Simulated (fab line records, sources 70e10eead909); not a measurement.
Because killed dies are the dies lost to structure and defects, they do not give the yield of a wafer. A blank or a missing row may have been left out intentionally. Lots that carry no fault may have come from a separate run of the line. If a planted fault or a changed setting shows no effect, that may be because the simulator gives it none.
Comparing a struck lot with a sound one	flow nand harc	42 steps out of a route of 1159
Sound: the wafers L379.1, L379.3, L379.6. The struck wafers were L373.2, L373.3, L373.6. The cause is given at the end.
Per side, at each step with rows, come the tool, then ch with its chambers, and then its first start. Under that, the readings that differ: sound wafers	struck wafers	difference of the means	sigmas: that difference in standard deviations of wafers without a fault.
alike: readings whose means differ by less than 2 such deviations, and words and numbers that are the same on both sides. not compared: withheld readings, readings that some wafer has no value for, bounds like >300 that may hide the same value, and numbers for which the record gives no deviation and whose values overlap.
A row with sigmas, a row that says differs or no value, or rows on one side alone: a step with any of these is where the two part. Numbers that don't overlap but have no deviation are shown without sigmas and don't part them. Lack of a reading on every wafer of one side parts them only where that side has two or more wafers.

first, 3 steps without rows for these wafers: NHARC_A_CONTACT_ETCH_50 (etches the open film in CF4/CHF3, target depth 84.7 nm, time 42.4 s); NHARC_A_CONTACT_ETCH_51 (etches the open film in O2/COS, target depth 3600 nm, time 936 s); NHARC_A_CONTACT_ETCH_111 (etches the open film in C4F8/O2/Ar, time 140 s, target depth 700 nm).
NHARC_A_CONTACT_ETCH_112: etches the open film in C4F8/O2/Ar, time 94 s, target depth 922 nm.
  sound on har cap etch-03 ch 0,1, day 19 20:18; struck on har cap etch-02 ch 0,1, day 18 16:44
  alike: oes air line au
  not compared: rf hours counter h
NHARC_A_CONTACT_ETCH_113: etches the open film in C4F8/O2/Ar, time 94 s, target depth 922 nm.
  sound on har cap etch-03 ch 0,1, day 19 20:23; struck on har cap etch-02 ch 0,1, day 18 16:49
  alike: oes air line au
  not compared: rf hours counter h
then, 7 steps without rows for these wafers: NHARC_A_CONTACT_ETCH_114 (etches the open film in C4F8/O2/Ar, time 94 s, target depth 922 nm); NHARC_A_CONTACT_ETCH_115 (etches the open film in C4F8/O2/Ar, time 94 s, target depth 922 nm); NHARC_A_CONTACT_ETCH_116 (etches the open film in C4F8/O2/Ar, time 94 s, target depth 922 nm); NHARC_A_CONTACT_ETCH_117 (etches the open film in C4F8/O2/Ar, time 94 s, target depth 922 nm); NHARC_A_CONTACT_ETCH_118 (etches the open film in C4F8/O2/Ar, time 94 s, target depth 922 nm); NHARC_A_CONTACT_ETCH_119 (etches the open film in C4F8/O2/Ar, time 94 s, target depth 922 nm); NHARC_A_CONTACT_ETCH_120 (etches the open film in C4F8/O2/Ar, time 94 s, target depth 922 nm).
NHARC_A_CONTACT_ETCH_121: etches the open film in C4F8/O2/Ar, time 94 s, target depth 922 nm.
  sound on har cap etch-03 ch 0,1, day 19 21:07; struck on har cap etch-02 ch 0,1, day 18 17:33
  alike: oes air line au
  not compared: rf hours counter h
then, 2 steps without rows for these wafers: NHARC_A_CONTACT_ETCH_122 (etches the open film in C4F8/O2/Ar, time 95 s, target depth 930 nm); NHARC_A_CONTACT_ETCH_123 (etches the open film in C4F8/O2/Ar, time 253 s, target depth 1090 nm).
NHARC_A_CONTACT_ETCH_90: etches the open film in CH3F/O2, target depth 40 nm, time 85.7 s.
  sound on rie diel-11 ch 0,1,3, day 19 21:53; struck on rie diel-12 ch 1,2, day 18 18:20
reading	sound	struck	difference	sigmas
oes product au (a.u.)	0.92 0.94 0.93	1.01 1.00 1.02	+0.08	+2
  alike: bias w, drypump motor current A, rf vpp V, showerhead plenum p Torr, throttle valve pct
  not compared: rf hours counter h
then, 1 step without rows for these wafers: NHARC_A_CONTACT_ETCH_96 (etches the open film in C4F6/O2, target depth 20 nm, time 10 s).
NHARC_A_CONTACT_CD_MEAS_53:
  struck on cd sem-03, day 18 18:34; sound on cd sem-03, day 19 22:06
  alike: cd nm
then, 4 steps without rows for these wafers: NHARC_A_CONTACT_STRIP_99 (strips in N2/H2); NHARC_A_CONTACT_STRIP_100 (strips in CF4/CHF3); NHARC_A_CONTACT_STRIP_101 (strips in O2/COS); NHARC_A_CONTACT_ETCH_102 (etches the open film in CF4/O2, target depth 70 nm, overetch 7 nm, time 38.5 s).
NHARC_A_CONTACT_STRIP_55: strips in O2.
  sound on rie diel-11 ch 0,2,3; struck on rie diel-11 ch 1,3
  alike: drypump motor current A, oes product au, rf vpp V, showerhead plenum p Torr, throttle valve pct
  not compared: rf hours counter h
then, 2 steps without rows for these wafers: NHARC_A_CONTACT_STRIP_56 (strips in post etch residue remover, time 600 s); NHARC_A_CONTACT_DEP_57 (deposits aC, target thk 2800 nm).
NHARC_A_CONTACT_DEP_58: deposits SiON, target thk 60 nm.
  sound on pecvd-01 ch 0,1,2, day 20 01:12; struck on pecvd-03 ch 0,2, day 18 22:35
  alike: chamber pressure Torr, heater power w
  not compared: since wet clean h
then, 10 steps without rows for these wafers: NHARC_A_CONTACT_DEHYDRATE_59 (time 120 s); NHARC_A_CONTACT_HMDS_60 (time 30 s); NHARC_A_CONTACT_COAT_61 (time 75 s); NHARC_A_CONTACT_COAT_62 (time 65 s); NHARC_A_CONTACT_COAT_63 (resist thk 90 nm); NHARC_A_CONTACT_SOFTBAKE_64 (time 55 s); NHARC_A_CONTACT_EBR_65; NHARC_A_CONTACT_EXPOSE_66 (exposes mask A CC 2); NHARC_A_CONTACT_PEB_67 (peb time 65 s); NHARC_A_CONTACT_DEVELOP_68 (develop time 35 s).
NHARC_A_CONTACT_CD_MEAS_69 targets a cd of 200 nm.
  sound on cd sem-01 ch 0, day 20 01:55; struck on cd sem-02 ch 0, day 18 23:09
  alike: cd nm
NHARC_A_CONTACT_OVL_MEAS_70:
  struck on overlay-02, day 18 23:14; sound on overlay-01, day 20 02:01
  alike: overlay x nm, overlay y nm
then, 3 steps without rows for these wafers: NHARC_A_CONTACT_DESCUM_74 (chemistry O2, time 3 s); NHARC_A_CONTACT_ETCH_75 (etches the open film in CF4, target depth 39 nm, time 65 s); NHARC_A_CONTACT_ETCH_76 (etches the open film in N2/H2, target depth 260 nm, time 475.3 s).
-- break in the record here, with 3 days between the starts of the struck wafers on either side (left off in module A_CONTACT, picked up again in module END, where the first step shown is number 1159 on the route) --
NHARC_END_SORT_01:
  the record has rows for the struck wafers here (prober-02 ch 0, day 21 12:52) and none for the sound ones

== WHERE THEY PART ==
First at NHARC_A_CONTACT_ETCH_90; last, within this record, at NHARC_END_SORT_01.

WHY: whatever the simulator had introduced
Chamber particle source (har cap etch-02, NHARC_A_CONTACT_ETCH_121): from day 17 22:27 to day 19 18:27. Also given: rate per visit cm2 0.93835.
